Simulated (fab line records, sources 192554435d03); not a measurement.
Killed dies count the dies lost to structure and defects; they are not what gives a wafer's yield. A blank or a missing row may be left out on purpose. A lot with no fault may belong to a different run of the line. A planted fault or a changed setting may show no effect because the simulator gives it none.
fab line records	flow n5_finfet
record lots=5	wafers=15	last_day=17
route steps=1938 shown PMOS_HMC_CHANNEL_EPI@61 BEOL_M4@1111
lots untouched by any fault: they come from a run of this same line in which no faults occurred
start_h: the number of hours between the record's first day and the start of the first shown wafer of the lot	wait_h: hours elapsed since this lot's preceding step	" the same as in the row above	L1.1+2: one row covering several wafers at once	- no value, or no start was given	* or withheld: withheld	< > ~ a bound
route shown NAME@n: names a module that has steps shown in the file, with the first one's number in the route	usual: the fault-free wafers' mean and standard deviation	same: alike in all rows	chamber/n: place in a boat	sites: per-site readings	_std_site: the standard deviation of these	_edge_site: outer sites' mean less inner sites'	radius_mm: for every site, how far away it sits from the centre of the wafer	mask NAME#n: copy n	behind: the tool/chamber that last shaped the wafer	hold: why the lot was held/for how many hours/how that ended	device: which transistor (n, p or np) failed to switch	end of line: at the end of the route, the tests of the same wafers	a step with no rows: only its recipe	killed: the dies lost at the first sort to structure and to defects; this is not the yield of the wafer	map: shows each die of a wafer: x if killed, . if not, _ if none is there
set.NAME: the run value of the setting; set.NAME@STEP: its run value at that earlier step	model.NAME: the simulator's own value behind a step, which no gauge read
lots at some steps of the route; a table a step, a row a wafer
services: a tool's chamber out of use, with start hour (start_h, from the record's first day; less than 0 if before it), hours out, and reason
## steps
# step N5_PMOS_HMC_CHANNEL_EPI_SOFTBAKE_04
# recipe temp_c=110	time_s=60	resist=CAR-ArF-block
# step N5_PMOS_HMC_CHANNEL_EPI_EXPOSE_06
# recipe mask_id=PMOS_HMC_BLK	na=1.35	source_shape=conventional	sigma_outer=0.8	polarization=unpolarized	target_cd_nm=240	dose_mj=41
# step N5_PMOS_HMC_CHANNEL_EPI_PEB_07
# recipe peb_temp_c=110	peb_time_s=60	resist=CAR-ArF-block
# step N5_PMOS_HMC_CHANNEL_EPI_DEVELOP_08
# recipe develop_time_s=30	developer=TMAH	resist=CAR-ArF-block	dev_temp_c=23	rinse_liquid=diw	dry=air_spin
# step N5_PMOS_HMC_CHANNEL_EPI_CD_MEAS_09
# recipe target_cd_nm=237.4	landing_energy_ev=500	detector=se_inlens
# usual cd_nm=237.1/0.84
lot.wafer	tool	chamber	start_h	wait_h	cd_nm
L971.1	cd_sem-01	0	17.16	-	236.3
L971.2	"	0	"	"	238.1
L971.6	"	0	"	"	237.3
L977.3	cd_sem-01	0	52.95	-	237.2
L977.4	"	0	"	"	237.3
L977.6	"	0	"	"	236.8
L987.1	cd_sem-02	0	115.06	-	238.4
L987.4	"	0	"	"	238.7
L987.6	"	0	"	"	238.6
L992.1	cd_sem-02	0	143.89	-	236.2
L992.3	"	0	"	"	236.1
L992.5	"	0	"	"	236.2
L994.1	cd_sem-02	0	155.20	-	237.2
L994.4	"	0	"	"	237.0
L994.6	"	0	"	"	236.3
# step N5_PMOS_HMC_CHANNEL_EPI_OVL_MEAS_10
# recipe points_per_wafer=44
# usual PMOS_HMC_BLK_OVL=-0.5/0.62
lot.wafer	tool	chamber	start_h	wait_h	PMOS_HMC_BLK_OVL[nm]
L971.1	overlay-01	0	17.19	0.0	-1.0
L971.2	"	0	"	"	-0.4
L971.6	"	0	"	"	-0.3
L977.3	overlay-01	0	52.98	0.0	-0.9
L977.4	"	0	"	"	-0.3
L977.6	"	0	"	"	-0.3
L987.1	overlay-02	0	115.09	0.0	-0.7
L987.4	"	0	"	"	-0.5
L987.6	"	0	"	"	-1.6
L992.1	overlay-02	0	143.92	0.0	-0.9
L992.3	"	0	"	"	-1.0
L992.5	"	0	"	"	-1.3
L994.1	overlay-02	0	155.23	0.0	0.0
L994.4	"	0	"	"	-0.3
L994.6	"	0	"	"	-0.1
# step N5_PMOS_HMC_CHANNEL_EPI_INSPECT_11
# recipe mode=adi	inspect_instrument=macro
# usual raw_defect_count=2.2/1.4
lot.wafer	tool	chamber	start_h	wait_h	raw_defect_count
L971.1	defect_inspect-01	-	17.22	0.0	1
L971.2	"	-	"	"	2
L971.6	"	-	"	"	1
L977.3	defect_inspect-02	-	53.00	0.0	1
L977.4	"	-	"	"	4
L977.6	"	-	"	"	3
L987.1	defect_inspect-02	-	115.11	0.0	3
L987.4	"	-	"	"	1
L987.6	"	-	"	"	4
L992.1	defect_inspect-02	-	143.94	0.0	1
L992.3	"	-	"	"	3
L992.5	"	-	"	"	2
L994.1	defect_inspect-01	-	155.26	0.0	2
L994.4	"	-	"	"	1
L994.6	"	-	"	"	3
# step N5_PMOS_HMC_CHANNEL_EPI_DESCUM_14
# recipe chemistry=O2	time_s=7.9	source_power_w=50	bias_power_w=20	pressure_mtorr=20	rf_frequency_hz=2.712e+07	temp_c=40	resist=CAR-ArF-block	o2_flow_sccm=225
# usual chamber_pressure_mTorr=20.003/0.017	drypump_motor_current_A=5.8/0.43	oes_product_au=0.77/0.085	rf_vpp_V=243.4/1.6	showerhead_plenum_p_Torr=2.10/0.082	throttle_valve_pct=20.46/0.23
lot.wafer	tool	chamber	start_h	wait_h	chamber_pressure_mTorr	drypump_motor_current_A	oes_product_au	rf_hours_counter_h	rf_vpp_V	showerhead_plenum_p_Torr	throttle_valve_pct
L971.1	rie_diel-03	2	17.25	0.0	19.985	5.3	0.81	93	242.4	2.03	20.44
L971.2	"	0	"	"	19.980	6.6	0.69	223	245.0	2.06	20.60
L971.6	"	2	"	"	20.007	5.3	0.81	-	241.4	2.03	20.44
L977.3	rie_diel-02	2	53.04	0.0	19.992	6.2	0.78	152	241.8	2.00	20.70
L977.4	"	3	"	"	19.984	5.6	0.68	231	241.8	1.99	20.60
L977.6	"	3	"	"	19.984	5.5	0.68	-	242.2	1.99	20.59
L987.1	rie_diel-02	0	115.39	0.3	19.979	6.0	0.87	46	245.9	2.22	20.07
L987.4	"	0	"	"	20.001	6.0	0.88	-	245.4	2.22	20.07
L987.6	"	2	"	"	19.961	6.2	0.76	-	240.4	2.00	20.70
L992.1	rie_diel-06	1	144.31	0.4	19.999	6.1	0.95	11	244.5	2.14	20.07
L992.3	"	3	"	"	20.002	5.9	0.84	76	244.9	2.21	20.18
L992.5	"	0	"	"	20.023	6.0	0.68	-	244.0	2.07	20.60
L994.1	rie_diel-03	1	155.32	0.1	20.000	6.0	0.74	156	245.0	2.18	20.63
L994.4	"	2	"	"	20.028	5.3	0.76	137	240.5	2.01	20.51
L994.6	"	0	"	"	20.024	6.6	0.93	-	240.9	2.05	20.30
# step N5_PMOS_HMC_CHANNEL_EPI_ETCH_32
# recipe chemistry=N2/H2	target=BARC	stop_on=SiO2	target_depth_a=858	over_etch_frac=0.3	time_s=50.3	ion_energy_ev=200	mask_material=CAR-ArF-block	pressure_mtorr=30	source_w=840	bias_w=150	n2_flow_sccm=200	h2_flow_sccm=200
# usual bias_w=150.0/0.49	chamber_pressure_mTorr=30.000/0.028	drypump_motor_current_A=5.8/0.44	n2_flow_sccm=200.0/0.6	oes_product_au=0.66/0.069	rf_vpp_V=524.2/2.8	showerhead_plenum_p_Torr=2.56/0.098	throttle_valve_pct=17.95/0.26
lot.wafer	tool	chamber	start_h	wait_h	bias_w	chamber_pressure_mTorr	drypump_motor_current_A	n2_flow_sccm	oes_product_au	rf_hours_counter_h	rf_vpp_V	showerhead_plenum_p_Torr	throttle_valve_pct
L971.1	rie_diel-03	2	17.29	0.0	149.9	29.985	5.3	199.9	0.70	93	522.3	2.48	18.03
L971.2	"	0	"	"	150.2	30.000	6.6	199.8	0.60	223	523.1	2.51	18.12
L971.6	"	2	"	"	149.5	30.022	5.3	200.7	0.70	-	521.1	2.48	18.02
L977.3	rie_diel-02	2	53.07	0.0	150.7	30.035	6.2	200.0	0.66	152	520.8	2.44	18.21
L977.4	"	3	"	"	150.1	29.930	5.6	199.4	0.60	231	519.2	2.40	18.01
L977.6	"	3	"	"	149.8	29.971	5.6	199.5	0.59	-	520.4	2.41	18.02
L987.1	rie_diel-02	0	115.42	0.0	150.2	30.017	6.1	200.1	0.74	46	528.6	2.69	17.47
L987.4	"	0	"	"	150.2	29.993	6.0	200.4	0.74	-	527.6	2.69	17.47
L987.6	"	2	"	"	150.0	29.965	6.2	200.1	0.65	-	522.1	2.43	18.22
L992.1	rie_diel-06	1	144.35	0.0	150.2	30.013	6.2	201.0	0.81	11	525.8	2.59	17.46
L992.3	"	3	"	"	149.3	29.973	5.8	200.3	0.72	76	528.0	2.68	17.69
L992.5	"	0	"	"	150.7	30.008	6.0	200.3	0.58	-	521.7	2.51	18.06
L994.1	rie_diel-03	1	155.36	0.0	149.9	29.997	6.0	200.5	0.64	156	526.7	2.66	18.23
L994.4	"	2	"	"	150.9	30.035	5.3	199.6	0.66	137	520.9	2.46	18.12
L994.6	"	0	"	"	149.5	29.990	6.7	199.4	0.78	-	521.8	2.50	17.76
# step N5_PMOS_HMC_CHANNEL_EPI_HM_OPEN_15
# recipe chemistry=CHF3/O2	target=SiO2	mask_material=CAR-ArF-block	target_depth_a=406	CHF3_flow_sccm=50	O2_flow_sccm=5	Ar_flow_sccm=200	time_s=20.3	pressure_mtorr=30	source_w=650	bias_w=170	ion_energy_ev=200
# usual chamber_pressure_mTorr=30.004/0.028	drypump_motor_current_A=5.8/0.43	oes_product_au=0.77/0.084	rf_vpp_V=526/6.3	showerhead_plenum_p_Torr=2.42/0.089	throttle_valve_pct=18.94/0.25
lot.wafer	tool	chamber	start_h	wait_h	chamber_pressure_mTorr	drypump_motor_current_A	oes_product_au	rf_hours_counter_h	rf_vpp_V	showerhead_plenum_p_Torr	throttle_valve_pct
L971.1	rie_diel-03	2	17.33	0.0	30.021	5.3	0.81	93	524	2.34	18.89
L971.2	"	0	"	"	30.023	6.6	0.69	223	534	2.38	19.10
L971.6	"	2	"	"	29.976	5.3	0.82	-	523	2.34	18.87
L977.3	rie_diel-02	2	53.11	0.0	30.041	6.2	0.78	152	523	2.32	19.22
L977.4	"	3	"	"	29.995	5.6	0.69	231	519	2.29	19.06
L977.6	"	3	"	"	30.017	5.6	0.69	-	519	2.29	19.07
L987.1	rie_diel-02	0	115.47	0.0	29.963	6.0	0.87	46	530	2.55	18.51
L987.4	"	0	"	"	29.974	6.0	0.87	-	529	2.55	18.52
L987.6	"	2	"	"	30.040	6.2	0.76	-	522	2.31	19.23
L992.1	rie_diel-06	1	144.39	0.0	30.029	6.1	0.94	11	518	2.47	18.58
L992.3	"	3	"	"	30.035	5.9	0.84	76	519	2.53	18.57
L992.5	"	0	"	"	30.044	6.0	0.68	-	516	2.38	19.07
L994.1	rie_diel-03	1	155.40	0.0	30.022	5.9	0.75	156	524	2.51	19.12
L994.4	"	2	"	"	30.012	5.3	0.77	137	523	2.32	18.94
L994.6	"	0	"	"	29.991	6.6	0.92	-	533	2.37	18.78
# step N5_PMOS_HMC_CHANNEL_EPI_STRIP_33
# recipe chemistry=N2/H2	power_w=500	temp_c=40	pressure_mtorr=50	rf_frequency_hz=6e+07	overash_fraction=0.3	bias_power_w=8	h2_frac=0.5	n2_flow_sccm=300	h2_flow_sccm=300
# usual chamber_pressure_mTorr=49.99/0.11	drypump_motor_current_A=5.8/0.44	n2_flow_sccm=300.0/0.99	oes_product_au=0.77/0.086	rf_vpp_V=54.3/1.8	showerhead_plenum_p_Torr=3.38/0.12	throttle_valve_pct=19.1/0.36
lot.wafer	tool	chamber	start_h	wait_h	chamber_pressure_mTorr	drypump_motor_current_A	n2_flow_sccm	oes_product_au	rf_hours_counter_h	rf_vpp_V	showerhead_plenum_p_Torr	throttle_valve_pct
L971.1	rie_diel-03	2	17.38	0.0	50.07	5.3	298.8	0.79	93	55.0	3.27	19.4
L971.2	"	0	"	"	49.90	6.7	298.9	0.68	223	55.4	3.32	19.2
L971.6	"	2	"	"	50.07	5.3	302.0	0.81	-	53.3	3.27	19.4
L977.3	rie_diel-02	2	53.17	0.0	49.95	6.2	301.7	0.78	152	54.0	3.23	19.3
L977.4	"	3	"	"	50.16	5.6	298.6	0.67	231	50.6	3.18	18.9
L977.6	"	3	"	"	49.90	5.6	298.9	0.68	-	53.0	3.18	18.9
L987.1	rie_diel-02	0	115.52	0.0	50.13	6.0	298.7	0.88	47	55.4	3.55	18.4
L987.4	"	0	"	"	49.96	6.1	298.9	0.87	-	52.4	3.55	18.4
L987.6	"	2	"	"	49.88	6.2	298.9	0.75	-	52.6	3.22	19.4
L992.1	rie_diel-06	1	144.45	0.0	49.96	6.2	299.5	0.94	11	57.9	3.42	18.5
L992.3	"	3	"	"	50.07	5.9	297.8	0.85	76	51.5	3.54	19.1
L992.5	"	0	"	"	50.04	6.0	298.1	0.69	-	53.2	3.31	19.1
L994.1	rie_diel-03	1	155.45	0.0	50.00	5.9	300.4	0.75	156	53.7	3.50	19.6
L994.4	"	2	"	"	49.97	5.3	301.6	0.77	137	57.3	3.25	19.5
L994.6	"	0	"	"	49.86	6.7	302.1	0.92	-	51.6	3.30	18.9
# step N5_PMOS_HMC_CHANNEL_EPI_STRIP_17
# recipe chemistry=SPM	time_s=750	temp_c=130	h2so4_h2o2_vol_ratio=4	dry=ipa_marangoni
# step N5_PMOS_HMC_CHANNEL_EPI_ETCH_38
# recipe chemistry=CF4	target=SiO2	target_depth_a=15	ion_energy_ev=350	pressure_mtorr=10	icp_w=800	bias_w=400	cf4_flow_sccm=80
# usual bias_w=400.1/1.2	chamber_pressure_mTorr=10.000/0.0091	drypump_motor_current_A=5.7/0.4	oes_product_au=0.988/0.017	throttle_valve_pct=21.75/0.2
lot.wafer	tool	chamber	start_h	wait_h	bias_w	chamber_pressure_mTorr	drypump_motor_current_A	oes_product_au	rf_hours_counter_h	throttle_valve_pct
L971.1	rie_si-01	1	17.69	0.0	402.3	9.991	5.1	0.975	125	21.93
L971.2	"	0	"	"	399.9	9.990	5.0	1.009	193	21.76
L971.6	"	0	"	"	400.9	9.997	4.9	1.017	-	21.77
L977.3	rie_si-05	1	53.49	0.0	401.5	10.004	5.4	0.998	27	21.60
L977.4	"	0	"	"	400.4	9.998	5.7	0.987	13	21.41
L977.6	"	2	"	"	398.6	10.012	5.9	0.976	-	21.71
L987.1	rie_si-05	2	115.82	0.0	401.0	9.988	5.9	0.974	69	21.71
L987.4	"	1	"	"	416.8	9.993	5.4	1.020	29	21.59
L987.6	"	3	"	"	400.9	10.027	5.8	0.992	-	21.86
L992.1	rie_si-06	3	144.76	0.0	401.9	9.985	5.4	0.957	87	22.13
L992.3	"	1	"	"	398.9	9.996	5.7	0.995	34	21.82
L992.5	"	2	"	"	399.7	10.013	5.7	0.968	-	21.52
L994.1	rie_si-06	1	155.78	0.0	401.5	9.992	5.7	1.002	35	21.83
L994.4	"	0	"	"	400.3	9.998	6.3	1.005	7	21.82
L994.6	"	1	"	"	401.2	9.996	5.8	1.004	-	21.81
# step N5_PMOS_HMC_CHANNEL_EPI_FIN_RECESS_16
# recipe chemistry=HBr/Cl2	target=Si	mask_material=SiO2	target_depth_a=540	time_s=18	pressure_mtorr=10	icp_w=800	bias_w=75	HBr_flow_sccm=150	Cl2_flow_sccm=80
# usual chamber_pressure_mTorr=9.999/0.0087	drypump_motor_current_A=5.7/0.4	oes_product_au=0.989/0.014	throttle_valve_pct=35.48/0.27
lot.wafer	tool	chamber	start_h	wait_h	chamber_pressure_mTorr	drypump_motor_current_A	oes_product_au	rf_hours_counter_h	throttle_valve_pct
L971.1	rie_si-01	1	17.71	0.0	10.000	5.1	0.977	125	35.58
L971.2	"	0	"	"	10.001	5.0	1.000	193	35.50
L971.6	"	0	"	"	10.001	5.0	1.002	-	35.52
L977.3	rie_si-05	1	53.51	0.0	10.014	5.4	1.006	27	35.46
L977.4	"	0	"	"	10.013	5.7	0.994	13	35.06
L977.6	"	2	"	"	9.986	5.9	0.974	-	35.40
L987.1	rie_si-05	2	115.84	0.0	9.993	5.9	0.975	69	35.39
L987.4	"	1	"	"	9.993	5.4	1.008	29	35.47
L987.6	"	3	"	"	10.008	5.8	0.996	-	35.53
L992.1	rie_si-06	3	144.78	0.0	9.984	5.4	0.967	87	35.92
L992.3	"	1	"	"	10.026	5.7	0.997	34	35.68
L992.5	"	2	"	"	10.008	5.7	0.975	-	34.99
L994.1	rie_si-06	1	155.80	0.0	10.008	5.8	1.007	35	35.69
L994.4	"	0	"	"	9.988	6.3	1.009	7	35.67
L994.6	"	1	"	"	9.997	5.7	0.998	-	35.70
# step N5_BEOL_M4_RC_MEAS_101
# usual DIBL_N=36.3/1.2	DIBL_P=36.1/1.6	IOFF_N=0.161/0.023	IOFF_P=0.209/0.027	ION_N=676/8.9	ION_P=462/5.3	SS_N=71.5/0.51	SS_P=73.2/0.5	VT_N=249.1/2.5	VT_P=-249.9/2.8
lot.wafer	tool	chamber	start_h	wait_h	DIBL_N[mV/V]	DIBL_P[mV/V]	IOFF_N[nA/um]	IOFF_P[nA/um]	ION_N[uA/um]	ION_P[uA/um]	SS_N[mV/dec]	SS_P[mV/dec]	VT_N[mV]	VT_P[mV]
L971.1	prober-02	0	156.02	0.0	34.5	33.8	0.116	0.162	665	458	71.2	72.8	252.8	-255.1
L971.2	"	0	"	"	35.6	35.4	0.142	0.182	680	462	70.8	73.0	247.7	-252.4
L971.6	"	0	"	"	34.6	34.3	0.120	0.172	656	454	71.3	72.7	252.5	-253.0
L977.3	prober-02	0	204.96	0.3	36.2	36.6	0.165	0.220	679	465	71.8	72.8	248.8	-249.8
L977.4	"	0	"	"	34.9	35.5	0.151	0.207	682	464	71.8	73.6	249.9	-249.1
L977.6	"	0	"	"	36.3	36.9	0.170	0.227	682	470	71.9	72.8	249.5	-247.8
L987.1	prober-01	0	256.56	0.0	38.4	36.6	0.189	0.214	680	463	71.4	73.3	246.8	-251.5
L987.4	"	0	"	"	37.1	35.1	0.146	0.190	663	459	71.3	73.0	252.3	-252.8
L987.6	"	0	"	"	37.0	35.6	0.159	0.202	673	458	71.1	72.6	248.4	-249.5
L992.1	prober-02	0	284.60	0.0	36.9	38.7	0.155	0.237	667	460	71.6	73.7	252.0	-247.5
L992.3	"	0	"	"	37.1	38.2	0.152	0.223	669	455	71.5	73.6	252.4	-247.7
L992.5	"	0	"	"	38.2	40.2	0.180	0.271	676	465	71.6	74.1	248.3	-245.8
L994.1	prober-01	0	310.21	0.0	34.6	33.6	0.125	0.169	669	460	71.2	73.0	252.8	-252.1
L994.4	"	0	"	"	35.6	34.4	0.136	0.179	672	460	71.8	73.0	252.2	-250.3
L994.6	"	0	"	"	36.8	36.1	0.154	0.201	677	459	71.5	73.3	249.4	-251.0
## services
tool	chamber	start_h	hours	kind
rie_diel-03	0	0.59	13.9	repair
rie_si-05	0	10.17	1.0	repair
rie_diel-02	3	21.33	9.5	repair
rie_si-06	-	28.38	1.0	repair
rie_diel-03	-	29.48	0.5	repair
rie_si-05	-	48.03	1.3	repair
rie_diel-06	2	54.54	-	clean
rie_diel-06	2	54.54	-	consumable_replace:focus_ring
rie_si-01	1	60.09	4.1	repair
rie_si-06	0	87.43	6.4	repair
rie_diel-06	0	88.86	4.1	repair
rie_diel-03	0	98.81	-	clean
rie_diel-03	0	98.81	-	consumable_replace:focus_ring
rie_diel-03	0	98.81	21.2	scheduled_down
rie_diel-03	0	98.81	21.2	vent_cycle
rie_diel-02	1	113.73	15.6	repair
rie_diel-06	2	117.42	1.2	repair
rie_diel-02	3	129.56	-	clean
rie_diel-02	3	129.56	-	consumable_replace:focus_ring
rie_diel-02	3	129.56	-	consumable_replace:showerhead
rie_diel-02	3	129.56	23.7	scheduled_down
rie_diel-02	3	129.56	23.7	vent_cycle
rie_si-01	2	139.12	2.8	repair
rie_diel-02	3	153.75	1.5	repair
## key
first_sign step=N5_PMOS_HMC_CHANNEL_EPI_ETCH_38	reading=bias_w	direction=up	sigmas=14	usual=*	struck=*
effect none on later readings
met_at N5_PMOS_HMC_CHANNEL_EPI_ETCH_38
struck_wafers L987.4
onset_between 53.49 115.82
fault kind=process_parameter_drift	tool=rie_si-05	chamber=1	onset_h=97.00	steps=N5_PMOS_HMC_CHANNEL_EPI_ETCH_38	channel=bias_w	offset=*	shape=step	end_h=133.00	acts_in=*	stated=*
